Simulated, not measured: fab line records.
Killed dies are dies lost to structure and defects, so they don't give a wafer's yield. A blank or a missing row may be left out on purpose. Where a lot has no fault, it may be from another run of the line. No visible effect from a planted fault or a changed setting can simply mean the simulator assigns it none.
Matching of chambers :: flow nand harc :: 4 sister chambers for NHARC_P_M2_STRIP_18 on rie diel-09
The step strips in N2/H2. 4 wafers are shown with their chamber, then 8 later ones without.

== WAFERS WITH THEIR CHAMBER ==
wafer: L089.1
chamber: 1
drypump motor current A (A): 6.8

wafer: L089.5
chamber: 3
drypump motor current A (A): 5.3

wafer: L089.6
chamber: 0
drypump motor current A (A): 5.8

wafer: L090.1
chamber: 2
drypump motor current A (A): 5.4

== WAFERS MISSING THEIR CHAMBER ==
wafer: L090.2
drypump motor current A (A): 5.7

wafer: L090.3
drypump motor current A (A): 5.3

wafer: L091.3
drypump motor current A (A): 6.8

wafer: L091.5
drypump motor current A (A): 5.4

wafer: L091.6
drypump motor current A (A): 5.3

wafer: L093.2
drypump motor current A (A): 5.3

wafer: L093.4
drypump motor current A (A): 6.8

wafer: L093.6
drypump motor current A (A): 5.3

== CHAMBER TAKEN BY EACH ==
wafer: L090.2
from the rows above: 0
in truth: 0

wafer: L090.3
from the rows above: 3
in truth: 3

wafer: L091.3
from the rows above: 1
in truth: 1

wafer: L091.5
from the rows above: 2
in truth: 2

wafer: L091.6
from the rows above: 3
in truth: 3

wafer: L093.2
from the rows above: 3
in truth: 3

wafer: L093.4
from the rows above: 1
in truth: 1

wafer: L093.6
from the rows above: 3
in truth: 3
Correctly placed: 8 of 8. From these rows, 0 cannot be placed. 0 placed wrongly.
How it was worked out, from the rows above alone: a wafer's distance from a chamber is the root of the sum, over the readings, of the square of ((its reading less the chamber's mean) divided by the reading's scatter). The wafer belongs to the nearest chamber; if the next one is less than 2 further off, it can't be placed. The mean given for a chamber averages the wafers shown for that chamber. The scatter: root of mean squared gap, hidden wafer to nearest shown wafer, with one shown wafer a chamber.
